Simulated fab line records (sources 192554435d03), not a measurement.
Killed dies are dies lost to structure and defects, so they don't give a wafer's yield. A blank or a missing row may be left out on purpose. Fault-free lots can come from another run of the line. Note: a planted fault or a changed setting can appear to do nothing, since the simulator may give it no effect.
A struck lot beside a sound one + flow n5-finfet + 38 steps out of a route of 1938
Sound: these wafers, L874.1, L874.4, L874.5. The struck wafers were L871.1, L871.2, L871.3. The cause is named last.
For every step that has rows: the tool of each side, followed by ch and its chambers, followed by its first start. Under that, the readings that differ: sound wafers + struck wafers + difference of the means + sigmas: that difference in standard deviations of wafers without a fault.
alike: readings whose means differ by less than 2 such deviations, and words and numbers that are the same on both sides. not compared: withheld readings, readings that some wafer has no value for, bounds like >300 that may hide the same value, and numbers for which the record gives no deviation and whose values overlap.
The two part at a step that has a row with sigmas, a row that says differs or no value, or rows on one side only. Numbers that have no deviation but don't overlap get no sigmas and don't part them. A reading that every wafer of one side lacks parts them only if that side has two wafers or more.

first, 12 steps without rows for these wafers: N5_FIN_SAQP_DESCUM_21 (chemistry O2, time 7.9 s); N5_FIN_SAQP_ETCH_51 (etches SiARC in CF4, target depth 45.5 nm, time 75.8 s); N5_FIN_SAQP_ETCH_52 (etches SOC in N2/H2, target depth 100 nm, overetch 20 nm, time 150 s); N5_FIN_SAQP_STRIP_53 (strips in N2/H2); N5_FIN_SAQP_HM_OPEN_73 (chemistry CHF3/O2, target SiO2, stops on a-Si, target depth 12 nm, time 16.8 s); N5_FIN_SAQP_STRIP_74 (strips in CHF3/O2); N5_FIN_SAQP_MANDREL_ETCH_22 (etches a-Si in HBr/Cl2, stops on SiNx, target depth 60 nm, bt time 10 s, time 30 s); N5_FIN_SAQP_STRIP_55 (strips in N2/H2); N5_FIN_SAQP_STRIP_23 (strips in SPM, time 750 s); N5_FIN_SAQP_SRD_66 (time 30 s); N5_FIN_SAQP_RECESS_75 (chemistry HF/NH3, target SiO2, target depth 14.4 nm, afs cycles 3, sublimation time 60 s); N5_FIN_SAQP_SPACER1_ALD_24 (deposits SiO2, target thk 20.3 nm, pulse time 1 s, purge time 2 s).
N5_FIN_SAQP_SPACER1_ETCHBACK_25: etches SiO2 in CHF3/O2, target depth 24.4 nm, time 12.2 s.
  sound on rie-diel-02 ch 0,1,3, day 5 12:19; struck on rie-diel-01 ch 1,2,3, day 4 19:05
  alike: drypump-motor-current-A, oes-product-au, rf-vpp-V, showerhead-plenum-p-Torr, throttle-valve-pct
  not compared: rf-hours-counter-h
N5_FIN_SAQP_MANDREL1_REMOVE_56: chemistry HBr/Cl2/O2, target a-Si, stops on SiNx, bt time 10 s.
  sound on rie-si-04 ch 1,2, day 5 12:24; struck on rie-si-06 ch 0,1,3, day 4 19:10
| reading               | sound             | struck            | difference | sigmas |
|-----------------------|-------------------|-------------------|------------|--------|
| oes-product-au (a.u.) | 1.017 0.970 0.976 | 0.921 0.938 0.906 | -0.066     | -4     |
  alike: drypump-motor-current-A, he-backside-leak-sccm, throttle-valve-pct
  not compared: rf-hours-counter-h
then, 2 steps without rows for these wafers: N5_FIN_SAQP_ETCH_57 (etches SiNx in CH3F/O2, target depth 32.5 nm, time 46.4 s); N5_FIN_SAQP_ETCH_65 (etches SiO2 in CF4, target depth 4 nm, time 4.4 s).
N5_FIN_SAQP_MANDREL_ETCH_58: etches a-Si in HBr/Cl2, stops on SiNx, target depth 45 nm, bt time 10 s, time 27 s.
  sound on rie-si-03 ch 0,3, day 5 12:42; struck on rie-si-03 ch 0,2,3, day 4 19:28
| reading               | sound             | struck            | difference | sigmas |
|-----------------------|-------------------|-------------------|------------|--------|
| oes-product-au (a.u.) | 0.707 0.699 0.708 | 0.653 0.686 0.647 | -0.043     | -3     |
  alike: drypump-motor-current-A, he-backside-leak-sccm, throttle-valve-pct
  not compared: rf-hours-counter-h
then, 19 steps without rows for these wafers: N5_FIN_SAQP_RECESS_63 (chemistry HF/NH3, target SiO2, target depth 18 nm, afs cycles 3, sublimation time 60 s); N5_FIN_SAQP_COAT_68 (time 60 s, resist thk 100 nm); N5_FIN_SAQP_ETCH_69 (etches SOC in N2/H2, stops on SiNx, target depth 150 nm); N5_FIN_SAQP_ETCH_67 (etches SiNx in CH3F/O2, target depth 30 nm); N5_FIN_SAQP_STRIP_70 (strips in N2/H2); N5_FIN_SAQP_RECESS_71 (chemistry HF/NH3, target SiO2, target depth 3 nm, afs cycles 1, sublimation time 60 s); N5_FIN_SAQP_SPACER2_ALD_28 (deposits SiO2, target thk 8.1 nm, pulse time 1 s, purge time 2 s); N5_FIN_SAQP_SPACER2_ETCHBACK_29 (etches SiO2 in CHF3/O2, target depth 12.2 nm, time 6.1 s); N5_FIN_SAQP_MANDREL2_REMOVE_60 (chemistry HBr/Cl2/O2, target a-Si, stops on SiNx, bt time 10 s); N5_FIN_SAQP_HM_OPEN_33 (chemistry CH3F/O2, target SiNx, target depth 49.4 nm, time 70.6 s); N5_FIN_SAQP_ETCH_34 (etches SiO2 in C4F6/O2, target depth 45 nm, time 15 s); N5_FIN_SAQP_STRIP_77 (strips in N2/H2, time 90 s); N5_FIN_SAQP_ETCH_64 (etches SiO2 in CF4, target depth 1.5 nm); N5_FIN_SAQP_FIN_ETCH_36 (etches the open film in HBr/Cl2/O2, target depth 120 nm, time 50.4 s); N5_FIN_SAQP_PRECLEAN_38 (cleans in O3/DIW, time 45 s); N5_FIN_SAQP_PRECLEAN_45 (cleans in dHF, time 10 s); N5_FIN_SAQP_SRD_39 (time 30 s); N5_FIN_CUT_COAT_18 (time 60 s, resist thk 230 nm); N5_FIN_CUT_COAT_19 (time 60 s, resist thk 20 nm).
-- record jumps: 7 days separate the struck wafers' starts on either side; left off in module FIN_CUT, taken up again in module BEOL_M4, whose first shown step is the route's number 1111 --
N5_BEOL_M4_RC_MEAS_101:
  sound on prober-02 ch 0, day 12 02:14; struck on prober-01 ch 0, day 11 23:22
  alike: DIBL_N, DIBL_P, IOFF_N, IOFF_P, ION_N, ION_P, SS_N, SS_P, VT_N, VT_P
-- here the record skips 4 days between the struck wafers' starts before and after, leaving off in module BEOL_M4 and picking up in module PASSIVATION (first step shown: number 1936 of the route) --
N5_PASSIVATION_PROBE_49:
  sound on prober-01, day 16 03:47; struck on prober-02, day 16 10:18
| reading                  | sound          | struck         | difference | sigmas |
|--------------------------|----------------|----------------|------------|--------|
| defect-limited-yield (%) | 92.6 92.3 92.3 | 83.2 86.0 76.5 | -10.5      | -7     |
| killed-at-front-end      | 31 49 40       | 127 86 199     | +97        | +9     |
| killed-dies              | 87 91 91       | 198 165 277    | +124       | +8     |
| killed-on-rim            | 9 10 15        | 75 21 20       | +27        | +7     |
| sort_bin_5_function (%)  | 4.9 4.4 4.3    | 13.1 10.8 21.0 | +10.4      | +12    |
| sort-n-pass              | 1093 1089 1089 | 982 1015 903   | -124       | -8     |
| sort-yield-pct (%)       | 92.6 92.3 92.3 | 83.2 86.0 76.5 | -10.5      | -7     |
  alike: killed_at_M0_to_M3, killed_at_M4_up, killed-at-contacts, killed-at-other, killed-open, killed-short, sort_bin_6_memory

== WHERE THEY PART ==
At N5_FIN_SAQP_MANDREL1_REMOVE_56 first; at N5_PASSIVATION_PROBE_49 last (within this record only).

WHY: what had been put in by the simulator
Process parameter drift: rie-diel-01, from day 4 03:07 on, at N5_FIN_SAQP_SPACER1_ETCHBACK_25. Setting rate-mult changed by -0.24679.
